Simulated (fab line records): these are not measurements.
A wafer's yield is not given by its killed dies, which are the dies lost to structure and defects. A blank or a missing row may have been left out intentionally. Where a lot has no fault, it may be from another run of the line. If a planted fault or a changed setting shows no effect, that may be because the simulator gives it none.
fab line records ; flow n5Finfet ; part 2 of 2: steps 25 to 31 of 31
record: lots: 5; wafers: 15; lastDay: 17
route steps=1938 shown MOL_CONTACT_COAG@557
lots untouched by any fault: they come from a run of this same line in which no faults occurred
startH: the number of hours between the record's first day and the start of the first shown wafer of the lot ; waitH: hours elapsed since this lot's preceding step ; " same as the row above ; L1.1+2: a row that stands for several wafers ; - value missing, or start not given ; * or withheld: withheld ; < > ~ a bound
route shown NAME@n: names a module that has steps shown in the file, with the first one's number in the route ; usual: average and standard deviation across the fault-free wafers ; same: alike in all rows ; chamber/n: place in a boat ; sites: per-site readings ; _std_site: how widely they spread, as a standard deviation ; _edge_site: the outer-site mean with the inner-site mean subtracted ; radiusMm: how far each site lies from the wafer's centre ; mask NAME#n: copy n ; behind: the last tool/chamber to shape the wafer ; hold: why the lot went on hold/how many hours it stayed there/how the hold came to an end ; device: whichever transistor did not switch (one of n, p or np) ; end of line: the same wafers' tests at the end of the route ; for a step that has no rows: nothing shown but its recipe ; killed: dies that structure and defects cost at the first sort, which is not the same as the wafer's yield ; map: dies across one wafer; x = killed, . = not, _ = none there
set.NAME: the setting the step ran with; set.NAME@STEP: the setting that earlier step ran with ; model.NAME: the simulator's own value behind a step, which no gauge read
a table for each step, a row for each wafer; lots at some steps of the route
services: when a tool's chamber went out of use (startH, in hours from the record's first day, below 0 if earlier), for how many hours, and the reason
== steps ==
step: N5_MOL_CONTACT_COAG_ETCH_91
recipe: chemistry: N2/H2; target: SOC; targetDepthA: 600; overetchA: 210; maskMaterial: SiARC; tempC: 40; timeS: 101.2; ionEnergyEv: 200; pressureMtorr: 30; sourceW: 840; biasW: 150; n2FlowSccm: 200; h2FlowSccm: 200
usual: drypumpMotorCurrentA: 5.8/0.6; h2FlowSccm: 200.0/0.68; oesProductAu: 0.67/0.071; rfVppV: 522.8/2.2; showerheadPlenumPTorr: 2.50/0.077; throttleValvePct: 17.8/0.36
lot.wafer;tool;chamber;startH;waitH;drypumpMotorCurrentA;h2FlowSccm;oesProductAu;rfHoursCounterH;rfVppV;showerheadPlenumPTorr;throttleValvePct
L074.2;rieDiel-06;0;108.46;0.0;4.9;197.7;0.61;185;520.0;2.43;18.3
L074.3;rieDiel-06;1;108.46;0.0;5.9;200.3;0.58;235;518.5;2.39;17.6
L074.6;rieDiel-06;1;108.46;0.0;5.9;200.0;0.58;-;518.0;2.39;17.6
L084.1;rieDiel-06;2;159.76;0.0;6.2;199.5;0.78;18;523.7;2.49;17.7
L084.4;rieDiel-06;2;159.76;0.0;6.2;199.8;0.77;-;523.4;2.49;17.7
L084.5;rieDiel-06;3;159.76;0.0;6.4;199.7;0.63;-;527.6;2.66;18.1
L086.2;rieDiel-06;0;170.71;0.0;4.9;200.6;0.59;210;519.7;2.42;18.3
L086.4;rieDiel-06;0;170.71;0.0;4.9;200.9;0.59;-;520.0;2.42;18.3
L086.6;rieDiel-06;3;170.71;0.0;6.5;200.4;0.61;-;526.6;2.66;18.1
L088.2;rieDiel-06;0;184.18;0.0;4.9;200.5;0.59;216;520.6;2.42;18.3
L088.5;rieDiel-06;2;184.18;0.0;6.2;200.4;0.75;-;522.2;2.49;17.7
L088.6;rieDiel-06;1;184.18;0.0;5.9;200.9;0.82;-;528.9;2.70;17.2
L092.4;rieDiel-05;1;208.27;0.0;6.4;199.9;0.74;47;523.5;2.47;17.5
L092.5;rieDiel-05;2;208.27;0.0;6.6;200.9;0.59;-;523.1;2.52;18.1
L092.6;rieDiel-05;1;208.27;0.0;6.4;199.9;0.75;-;522.3;2.47;17.5
step: N5_MOL_CONTACT_COAG_STRIP_92
recipe: chemistry: N2/H2; tempC: 40; n2FlowSccm: 200; h2FlowSccm: 200; rfFrequencyHz: 6e+07
lot.wafer;tool;chamber;startH;waitH
L074.2+3+6;rieDiel-06;0,1,1;108.53;0.0
L084.1+4+5;rieDiel-06;2,2,3;159.83;0.0
L086.2+4+6;rieDiel-06;0,0,3;170.78;0.0
L088.2+5+6;rieDiel-06;0,2,1;184.25;0.0
L092.4+5+6;rieDiel-05;1,2,1;208.34;0.0
step: N5_MOL_CONTACT_COAG_STRIP_93
recipe: chemistry: N2/H2; tempC: 40; n2FlowSccm: 200; h2FlowSccm: 200; rfFrequencyHz: 6e+07
lot.wafer;tool;chamber;startH;waitH
L074.2+3+6;rieDiel-06;0,1,1;108.54;0.0
L084.1+4+5;rieDiel-06;2,2,3;159.84;0.0
L086.2+4+6;rieDiel-06;0,0,3;170.79;0.0
L088.2+5+6;rieDiel-06;0,2,1;184.26;0.0
L092.4+5+6;rieDiel-05;1,2,1;208.35;0.0
step: N5_MOL_CONTACT_COAG_ETCHBACK_135
recipe: chemistry: CHF3; target: SiO2; targetDepthA: 250; timeS: 16.7; ionEnergyEv: 200; pressureMtorr: 30; sourceW: 610; biasW: 170; Ar_flow_sccm: 200; CHF3_flow_sccm: 50
usual: drypumpMotorCurrentA: 5.8/0.6; oesProductAu: 0.80/0.09; rfVppV: 518/8.8; showerheadPlenumPTorr: 2.34/0.066; throttleValvePct: 18.70/0.28
lot.wafer;tool;chamber;startH;waitH;drypumpMotorCurrentA;oesProductAu;rfHoursCounterH;rfVppV;showerheadPlenumPTorr;throttleValvePct
L074.2;rieDiel-06;0;108.55;0.0;4.9;0.73;185;512;2.27;19.09
L074.3;rieDiel-06;1;108.55;0.0;5.9;0.69;235;513;2.26;18.70
L074.6;rieDiel-06;1;108.55;0.0;5.9;0.69;-;515;2.26;18.70
L084.1;rieDiel-06;2;159.85;0.0;6.2;0.93;18;508;2.34;18.62
L084.4;rieDiel-06;2;159.85;0.0;6.2;0.94;-;507;2.34;18.61
L084.5;rieDiel-06;3;159.85;0.0;6.5;0.73;-;516;2.47;18.86
L086.2;rieDiel-06;0;170.80;0.0;4.9;0.72;210;511;2.26;19.15
L086.4;rieDiel-06;0;170.80;0.0;4.9;0.72;-;511;2.26;19.15
L086.6;rieDiel-06;3;170.80;0.0;6.5;0.73;-;516;2.47;18.89
L088.2;rieDiel-06;0;184.27;0.0;4.9;0.71;216;509;2.26;19.17
L088.5;rieDiel-06;2;184.27;0.0;6.2;0.90;-;507;2.33;18.64
L088.6;rieDiel-06;1;184.27;0.0;5.9;0.99;-;522;2.54;18.37
L092.4;rieDiel-05;1;208.36;0.0;6.4;0.91;47;527;2.33;18.61
L092.5;rieDiel-05;2;208.36;0.0;6.6;0.70;-;533;2.35;18.78
L092.6;rieDiel-05;1;208.36;0.0;6.4;0.90;-;529;2.33;18.61
step: N5_MOL_CONTACT_COAG_STRIP_118
recipe: chemistry: CHF3; resist: SiARC; rfFrequencyHz: 6e+07
lot.wafer;tool;chamber;startH;waitH
L074.2+3+6;rieDiel-06;0,1,1;108.58;0.0
L084.1+4+5;rieDiel-06;2,2,3;159.88;0.0
L086.2+4+6;rieDiel-06;0,0,3;170.82;0.0
L088.2+5+6;rieDiel-06;0,2,1;184.29;0.0
L092.4+5+6;rieDiel-05;1,2,1;208.38;0.0
step: N5_MOL_CONTACT_COAG_VIA_ETCH_46
recipe: chemistry: C4F6/O2; targetDepthA: 460; overetchA: 92; maskMaterial: SOC; target: SiO2; biasW: 455; pressureMtorr: 10; timeS: 40; sourceW: 325; Ar_flow_sccm: 300; C4F6_flow_sccm: 10; O2_flow_sccm: 10; ionEnergyEv: 575.3; ends: endPoint
usual: drypumpMotorCurrentA: 5.8/0.6; oesProductAu: 0.71/0.076; rfVppV: 1570/25; showerheadPlenumPTorr: 2.80/0.078; throttleValvePct: 41.0/0.43
lot.wafer;tool;chamber;startH;waitH;drypumpMotorCurrentA;oesProductAu;rfHoursCounterH;rfVppV;showerheadPlenumPTorr;throttleValvePct
L074.2;rieDiel-06;0;108.59;0.0;4.9;0.64;185;1554;2.71;41.7
L074.3;rieDiel-06;1;108.59;0.0;5.9;0.62;235;1558;2.70;40.5
L074.6;rieDiel-06;1;108.59;0.0;5.9;0.63;-;1558;2.70;40.5
L084.1;rieDiel-06;2;159.89;0.0;6.2;0.83;18;1544;2.79;41.2
L084.4;rieDiel-06;2;159.89;0.0;6.3;0.84;-;1545;2.79;41.2
L084.5;rieDiel-06;3;159.89;0.0;6.5;0.66;-;1565;2.94;41.3
L086.2;rieDiel-06;0;170.83;0.0;4.9;0.63;210;1551;2.70;41.7
L086.4;rieDiel-06;0;170.83;0.0;4.9;0.63;-;1553;2.70;41.7
L086.6;rieDiel-06;3;170.83;0.0;6.4;0.66;-;1566;2.94;41.3
L088.2;rieDiel-06;0;184.30;0.0;4.9;0.63;216;1551;2.70;41.7
L088.5;rieDiel-06;2;184.30;0.0;6.2;0.82;-;1543;2.79;41.2
L088.6;rieDiel-06;1;184.30;0.0;5.9;0.87;-;1584;3.03;40.7
L092.4;rieDiel-05;1;208.39;0.0;6.4;0.79;47;1596;2.79;40.8
L092.5;rieDiel-05;2;208.39;0.0;6.6;0.63;-;1615;2.80;40.8
L092.6;rieDiel-05;1;208.39;0.0;6.4;0.78;-;1597;2.79;40.8
step: N5_MOL_CONTACT_COAG_STRIP_96
recipe: chemistry: N2/H2; powerW: 500; tempC: 40; pressureMtorr: 50; rfFrequencyHz: 6e+07; overashFraction: 0.3; biasPowerW: 28; h2Frac: 0.5; n2FlowSccm: 300; h2FlowSccm: 300
usual: drypumpMotorCurrentA: 5.8/0.6; h2FlowSccm: 300.0/0.9; oesProductAu: 0.79/0.092; rfVppV: 121.5/1.3; showerheadPlenumPTorr: 3.31/0.098; throttleValvePct: 18.9/0.49
lot.wafer;tool;chamber;startH;waitH;drypumpMotorCurrentA;h2FlowSccm;oesProductAu;rfHoursCounterH;rfVppV;showerheadPlenumPTorr;throttleValvePct
L074.2;rieDiel-06;0;108.65;0.0;4.9;301.0;0.70;185;119.5;3.22;19.2
L074.3;rieDiel-06;1;108.65;0.0;5.9;298.8;0.69;235;120.5;3.16;18.3
L074.6;rieDiel-06;1;108.65;0.0;5.9;299.5;0.70;-;122.2;3.16;18.3
L084.1;rieDiel-06;2;159.95;0.0;6.2;300.2;0.95;18;121.9;3.29;18.6
L084.4;rieDiel-06;2;159.95;0.0;6.3;299.7;0.95;-;123.9;3.29;18.6
L084.5;rieDiel-06;3;159.95;0.0;6.4;300.1;0.74;-;123.4;3.51;19.4
L086.2;rieDiel-06;0;170.90;0.0;4.9;298.7;0.70;210;120.1;3.20;19.3
L086.4;rieDiel-06;0;170.90;0.0;4.9;300.6;0.71;-;121.6;3.20;19.3
L086.6;rieDiel-06;3;170.90;0.0;6.4;299.2;0.73;-;121.7;3.51;19.4
L088.2;rieDiel-06;0;184.37;0.0;4.9;299.9;0.70;216;121.2;3.20;19.3
L088.5;rieDiel-06;2;184.37;0.0;6.3;301.5;0.91;-;118.9;3.29;18.7
L088.6;rieDiel-06;1;184.37;0.0;5.9;299.6;0.99;-;123.1;3.55;17.9
L092.4;rieDiel-05;1;208.46;0.0;6.4;299.0;0.89;47;121.5;3.26;18.3
L092.5;rieDiel-05;2;208.46;0.0;6.6;299.4;0.71;-;120.8;3.33;19.3
L092.6;rieDiel-05;1;208.46;0.0;6.4;299.9;0.90;-;119.9;3.26;18.3
== services ==
tool;chamber;startH;hours;kind
rieDiel-06;2;89.66;4.8;repair
euvScanner-02;-;92.74;2.5;repair
cmp-04;-;100.00;1.4;repair
aldSin-04;0;101.13;1.9;repair
pecvd-01;2;103.91;1.8;repair
euvScanner-01;-;104.39;1.0;pm
euvScanner-02;-;117.77;1.0;pm
rieDiel-02;0;126.72;16.1;repair
cmp-04;-;145.63;1.0;repair
pecvd-03;-;148.09;0.9;repair
rieDiel-06;1;151.02;-;clean
rieDiel-06;1;151.02;-;consumableReplace:focusRing
rieDiel-06;1;151.02;-;consumableReplace:showerhead
rieDiel-06;1;151.02;25.5;scheduledDown
cmp-04;-;154.06;1.0;repair
euvScanner-01;-;160.54;1.0;pm
rieDiel-05;1;162.15;36.3;repair
euvScanner-02;-;173.92;1.0;pm
aldSin-03;-;178.35;14.0;pm
cmp-04;-;191.97;1.2;repair
euvScanner-01;-;193.78;12.0;pm
rieDiel-06;2;197.89;1.5;repair
rieDiel-02;1;198.27;1.6;repair
euvScanner-02;-;205.78;4.6;pm
